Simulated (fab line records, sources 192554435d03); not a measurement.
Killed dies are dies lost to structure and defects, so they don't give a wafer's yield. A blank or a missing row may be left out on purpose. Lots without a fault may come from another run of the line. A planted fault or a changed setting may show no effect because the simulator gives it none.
fab line records | flow n5_finfet
record lots=7 wafers=39
route steps=1938 shown BEOL_M11@1578
start_h: hours from the record's first day to the start of the lot's first wafer shown | wait_h: hours since the lot's step before | " the same as in the row above | L1.1+2: a row that stands for several wafers | - no value, or no start given | * or withheld: withheld | < > ~ a bound
route shown NAME@n: a module of which the file shows steps, and the number in the route of the first | usual: mean/standard deviation of fault-free wafers | same: alike in all rows | chamber/n: place in a boat | sites: the reading at each site | _std_site: their standard deviation | _edge_site: outer sites' mean less inner sites' | radius_mm: how far each site lies from the wafer's centre | mask NAME#n: copy n | behind: the tool/chamber that last shaped the wafer | hold: why the lot was held/for how many hours/how that ended | device: the transistor (n, p or np) that didn't switch | end of line: the same wafers' tests at the end of the route | a step without rows: its recipe alone | killed: dies lost to structure and defects at the first sort, not the wafer's yield | map: a wafer's dies, x killed, . not, _ none there
set.NAME: the setting as run; set.NAME@STEP: as run at that earlier step | model.NAME: the simulator's own value behind a step, which no gauge read
lots whose settings were changed on purpose; a table a step, a row a wafer
## steps
# step N5_BEOL_M11_TRENCH_ETCH_37
# recipe chemistry=C4F6/O2 target_depth_a=1488.3 target=SiCOH_lowk time_s=48 ion_energy_ev=250 pressure_mtorr=30 source_w=345 bias_w=185 Ar_flow_sccm=300 C4F6_flow_sccm=10 O2_flow_sccm=10
# columns lot.wafer tool chamber start_h wait_h set.target_depth_a model.BEOL_M11.feature_depth_nm model.etch.depth_nm model.TiN_of_BEOL_M11_HM_DEP_02.thk_nm
L076.1 rie_diel-01 0 - - 1488.3 149 148.9 15.8
L076.3 " 1 " " 1488.3 150.8 150.7 16
L076.4 " 1 " " 1488.3 150.4 150.4 15.8
L081.1 rie_diel-03 1 - - 2026 201.2 201.2 14.4
L081.2 " 0 " " 1488.3 143.2 143.2 16.4
L081.3 " 2 " " 2026 199.6 199.6 14.6
L081.4 " 1 " " 1488.3 148.2 148.2 16
L081.5 " 0 " " 2026 194.8 194.8 14.8
L081.6 " 2 " " 1488.3 146.8 146.8 15.8
L084.1 rie_diel-03 0 - - 971.5 93.8 93.85 17.4
L084.2 " 1 " " 971.5 97.6 97.52 17.6
L084.3 " 2 " " 1488.3 149.2 149.2 15.8
L084.4 " 2 " " 1488.3 148.6 148.5 15.8
L084.5 " 0 " " 971.5 94.2 94.28 17.6
L084.6 " 1 " " 1488.3 150 150 16.2
L086.1 rie_diel-01 3 - - 1488.3 145.6 145.7 16
L086.2 " 0 " " 1488.3 149.8 149.7 16
L086.3 " 1 " " 1838 187.2 187.3 15.2
L086.4 " 2 " " 1838 185 185.1 15
L086.5 " 3 " " 1488.3 144.4 144.5 16.2
L086.6 " 2 " " 1838 184.8 184.7 15.2
L087.1 rie_diel-01 2 - - 1924 192.4 192.5 15.2
L087.2 " 1 " " 1488.3 151 151.1 16.2
L087.3 " 3 " " 1488.3 144.6 144.6 16.4
L087.4 " 0 " " 1488.3 147.6 147.5 16
L087.5 " 3 " " 1924 184.8 184.8 15.4
L087.6 " 2 " " 1924 191.2 191.2 15.4
L090.1 rie_diel-05 0 - - 1177 118.6 118.6 17.2
L090.2 " 2 " " 1488.3 151.2 151.3 15.8
L090.3 " 3 " " 1488.3 147 147.1 15.6
L090.4 " 1 " " 1177 116.6 116.6 17
L090.5 " 1 " " 1488.3 148.2 148.2 16
L090.6 " 2 " " 1177 119.6 119.6 17
L096.1 rie_diel-05 0 - - 1488.3 151.4 151.3 15.8
L096.2 " 1 " " 1488.3 148 148 16.2
L096.3 " 2 " " 1488.3 151.2 151.2 15.8
L096.4 " 3 " " 1488.3 151.6 151.5 15.8
L096.5 " 3 " " 1488.3 152.4 152.3 15.8
L096.6 " 2 " " 1488.3 151 151 16
# step N5_BEOL_M11_ETCH_41
# recipe chemistry=CH3F/O2 target=SiCN target_depth_a=426 taper_deg=2 time_s=86 ion_energy_ev=120 mask_material=TiN pressure_mtorr=30 source_w=395 bias_w=75 Ar_flow_sccm=150 CH3F_flow_sccm=30 O2_flow_sccm=20
# step N5_BEOL_M11_STRIP_77
# recipe chemistry=N2/H2 time_s=10 power_w=450 temp_c=40 pressure_mtorr=20 rf_frequency_hz=6e+07 bias_power_w=7 n2_flow_sccm=200 h2_flow_sccm=200
# step N5_BEOL_M11_OCD_MEAS_38
# usual trench_depth_nm=148.1/2.5
# columns lot.wafer tool chamber start_h wait_h set.target_depth_a@BEOL_M11_TRENCH_ETCH_37 trench_depth_nm
L076.1 ocd-01 - 221.36 - 1488.3 148.7
L076.3 " - " " 1488.3 150.7
L076.4 " - " " 1488.3 150.1
L081.1 ocd-02 - 259.63 - 2026 200.9
L081.2 " - " " 1488.3 143.2
L081.3 " - " " 2026 199.7
L081.4 " - " " 1488.3 148.4
L081.5 " - " " 2026 194.8
L081.6 " - " " 1488.3 146.4
L084.1 ocd-02 - 267.51 - 971.5 93.7
L084.2 " - " " 971.5 98.1
L084.3 " - " " 1488.3 149.3
L084.4 " - " " 1488.3 148.3
L084.5 " - " " 971.5 94.6
L084.6 " - " " 1488.3 150.3
L086.1 ocd-01 - 285.44 - 1488.3 145.9
L086.2 " - " " 1488.3 149.1
L086.3 " - " " 1838 186.8
L086.4 " - " " 1838 184.6
L086.5 " - " " 1488.3 144.8
L086.6 " - " " 1838 184.3
L087.1 ocd-01 - 290.65 - 1924 193.1
L087.2 " - " " 1488.3 150.8
L087.3 " - " " 1488.3 144.6
L087.4 " - " " 1488.3 147.3
L087.5 " - " " 1924 184.9
L087.6 " - " " 1924 191.1
L090.1 ocd-01 - 300.87 - 1177 118.8
L090.2 " - " " 1488.3 151.6
L090.3 " - " " 1488.3 146.9
L090.4 " - " " 1177 116.4
L090.5 " - " " 1488.3 148.1
L090.6 " - " " 1177 119.2
L096.1 ocd-02 - 345.99 - 1488.3 150.9
L096.2 " - " " 1488.3 147.6
L096.3 " - " " 1488.3 151.5
L096.4 " - " " 1488.3 151.1
L096.5 " - " " 1488.3 152.5
L096.6 " - " " 1488.3 151.2
# step N5_BEOL_M11_HM_STRIP_39
# recipe chemistry=peroxide_tin_strip material=TiN target_depth_a=250 temp_c=50 time_s=158
# step N5_BEOL_M11_SRD_40
# recipe time_s=30 temp_c=23 rinse_liquid=diw dry=ipa_marangoni
# step N5_BEOL_M11_ECD_50
# recipe material=Cu target_thk_a=3180
# step N5_BEOL_M11_ANNEAL_51
# recipe temp_c=225 time_s=90 ambient=N2
# step N5_BEOL_M11_CMP_52
# recipe stop_on=SiCOH_lowk t_overpolish_s=7 down_force_psi=1 platen_rpm=50 clearing_platen_down_force_psi=1.5 clearing_platen_rpm=50 post_cmp_clean=cu_alkaline target_thk_nm=140 clearing_platen_pad_velocity_m_s=0.99484 pad_velocity_m_s=0.99484
# columns lot.wafer tool chamber start_h wait_h set.target_depth_a@BEOL_M11_TRENCH_ETCH_37 model.Cu_of_BEOL_M11_ECD_50.thk_nm
L076.1 cmp-01 2 223.71 0.5 1488.3 140
L076.3 " 3 " " 1488.3 140.6
L076.4 " 0 " " 1488.3 138
L081.4 cmp-02 2 261.61 0.1 1488.3 139.6
L081.2 " 3 " " 1488.3 135
L081.1 " 0 " " 2026 192
L081.3 " 1 " " 2026 190.2
L081.5 " 2 " " 2026 186
L081.6 " 3 " " 1488.3 139.4
L084.4 cmp-03 2 270.99 0.1 1488.3 142
L084.2 " 3 " " 971.5 88
L084.3 " 0 " " 1488.3 140
L084.1 " 1 " " 971.5 84.4
L084.5 " 2 " " 971.5 86.8
L084.6 " 3 " " 1488.3 140.6
L086.2 cmp-02 2 288.77 0.2 1488.3 141.6
L086.4 " 3 " " 1838 177.2
L086.3 " 0 " " 1838 179.8
L086.1 " 1 " " 1488.3 136.8
L086.6 " 2 " " 1838 176
L086.5 " 3 " " 1488.3 137
L087.2 cmp-01 1 292.57 0.2 1488.3 140.8
L087.4 " 2 " " 1488.3 141.4
L087.3 " 3 " " 1488.3 136.4
L087.1 " 0 " " 1924 182.4
L087.6 " 1 " " 1924 181.2
L087.5 " 2 " " 1924 177.6
L090.3 cmp-01 0 303.66 0.2 1488.3 137.2
L090.4 " 1 " " 1177 107.4
L090.1 " 2 " " 1177 112
L090.2 " 3 " " 1488.3 144.2
L090.6 " 0 " " 1177 109.4
L090.5 " 1 " " 1488.3 138.8
L096.1 cmp-01 0 349.92 0.3 1488.3 141.2
L096.2 " 1 " " 1488.3 136.8
L096.3 " 2 " " 1488.3 143.2
L096.4 " 3 " " 1488.3 142.6
L096.6 " 0 " " 1488.3 139
L096.5 " 1 " " 1488.3 141
# step N5_BEOL_M11_THK_MEAS_53
# recipe thk_meas_gauge=xrf reads=Cu_of_BEOL_M11_ECD_50
# usual M11_THK=140.7/2.7
# columns lot.wafer tool chamber start_h wait_h set.target_depth_a@BEOL_M11_TRENCH_ETCH_37 M11_THK[nm]
L076.1 film_metro-02 - 223.97 - 1488.3 142.4
L076.3 " - " " 1488.3 142.7
L076.4 " - " " 1488.3 140.7
L081.1 film_metro-02 - 261.91 - 2026 194.7
L081.2 " - " " 1488.3 136.7
L081.3 " - " " 2026 192.9
L081.4 " - " " 1488.3 141.8
L081.5 " - " " 2026 188.0
L081.6 " - " " 1488.3 141.4
L084.1 film_metro-01 - 271.28 - 971.5 84.7
L084.2 " - " " 971.5 88.4
L084.3 " - " " 1488.3 140.7
L084.4 " - " " 1488.3 142.4
L084.5 " - " " 971.5 87.4
L084.6 " - " " 1488.3 141.0
L086.1 film_metro-01 - 289.06 - 1488.3 138.8
L086.2 " - " " 1488.3 144.0
L086.3 " - " " 1838 182.3
L086.4 " - " " 1838 179.3
L086.5 " - " " 1488.3 138.4
L086.6 " - " " 1838 178.4
L087.1 film_metro-02 - 292.87 - 1924 185.4
L087.2 " - " " 1488.3 143.0
L087.3 " - " " 1488.3 138.4
L087.4 " - " " 1488.3 144.0
L087.5 " - " " 1924 181.0
L087.6 " - " " 1924 184.1
L090.1 film_metro-01 - 303.95 - 1177 111.5
L090.2 " - " " 1488.3 143.7
L090.3 " - " " 1488.3 136.5
L090.4 " - " " 1177 106.7
L090.5 " - " " 1488.3 137.6
L090.6 " - " " 1177 109.2
L096.1 film_metro-02 - 350.22 - 1488.3 142.7
L096.2 " - " " 1488.3 138.0
L096.3 " - " " 1488.3 144.6
L096.4 " - " " 1488.3 143.3
L096.5 " - " " 1488.3 142.1
L096.6 " - " " 1488.3 140.8
# step N5_BEOL_M11_PRE_CLEAN_55
# recipe gas=NH3 time_s=15 temp_c=withheld rf_power_w=300
# step N5_BEOL_M11_DEP_56
# recipe material=SiCN target_thk_a=300 temp_c=withheld precursor=3MS/NH3 pressure_torr=3 rf_w=675 time_s=10.5
# step N5_BEOL_M11_RS_MEAS_57
# recipe thk_meas_gauge=four-point-probe reads=Cu_of_BEOL_M11_ECD_50+Co_of_BEOL_M11_CVD_75+TaN_of_BEOL_M11_ALD_74
# usual M11_RS=0.152/0.0031
# columns lot.wafer tool chamber start_h wait_h set.target_depth_a@BEOL_M11_TRENCH_ETCH_37 M11_RS[ohm/sq]
L076.1 film_metro-01 - 224.10 0.0 1488.3 0.151
L076.3 " - " " 1488.3 0.150
L076.4 " - " " 1488.3 0.154
L081.1 film_metro-01 - 262.04 0.0 2026 0.107
L081.2 " - " " 1488.3 0.157
L081.3 " - " " 2026 0.108
L081.4 " - " " 1488.3 0.151
L081.5 " - " " 2026 0.111
L081.6 " - " " 1488.3 0.151
L084.1 film_metro-02 - 271.40 0.0 971.5 0.268
L084.2 " - " " 971.5 0.256
L084.3 " - " " 1488.3 0.151
L084.4 " - " " 1488.3 0.149
L084.5 " - " " 971.5 0.260
L084.6 " - " " 1488.3 0.151
L086.1 film_metro-02 - 289.18 0.0 1488.3 0.155
L086.2 " - " " 1488.3 0.149
L086.3 " - " " 1838 0.115
L086.4 " - " " 1838 0.117
L086.5 " - " " 1488.3 0.155
L086.6 " - " " 1838 0.118
L087.1 film_metro-01 - 292.99 0.0 1924 0.113
L087.2 " - " " 1488.3 0.150
L087.3 " - " " 1488.3 0.155
L087.4 " - " " 1488.3 0.149
L087.5 " - " " 1924 0.116
L087.6 " - " " 1924 0.114
L090.1 film_metro-01 - 304.07 0.0 1177 0.193
L090.2 " - " " 1488.3 0.146
L090.3 " - " " 1488.3 0.154
L090.4 " - " " 1177 0.203
L090.5 " - " " 1488.3 0.153
L090.6 " - " " 1177 0.199
L096.1 film_metro-01 - 350.35 0.0 1488.3 0.149
L096.2 " - " " 1488.3 0.155
L096.3 " - " " 1488.3 0.147
L096.4 " - " " 1488.3 0.148
L096.5 " - " " 1488.3 0.150
L096.6 " - " " 1488.3 0.152
## key
split step=N5_BEOL_M11_TRENCH_ETCH_37 setting=target_depth_a stated=1488.3 by=wafer
response step=N5_BEOL_M11_TRENCH_ETCH_37 reading=model.BEOL_M11.feature_depth_nm change=+1.5 per=1% r=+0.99
response step=N5_BEOL_M11_TRENCH_ETCH_37 reading=model.etch.depth_nm change=+1.5 per=1% r=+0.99
response step=N5_BEOL_M11_TRENCH_ETCH_37 reading=model.TiN_of_BEOL_M11_HM_DEP_02.thk_nm change=-0.0418 per=1% r=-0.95
response step=N5_BEOL_M11_OCD_MEAS_38 reading=trench_depth_nm change=+1.5 per=1% r=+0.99
response step=N5_BEOL_M11_CMP_52 reading=model.Cu_of_BEOL_M11_ECD_50.thk_nm change=+1.49 per=1% r=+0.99
response step=N5_BEOL_M11_THK_MEAS_53 reading=M11_THK change=+1.5 per=1% r=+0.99
response step=N5_BEOL_M11_RS_MEAS_57 reading=M11_RS change=-0.00193 per=1% r=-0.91
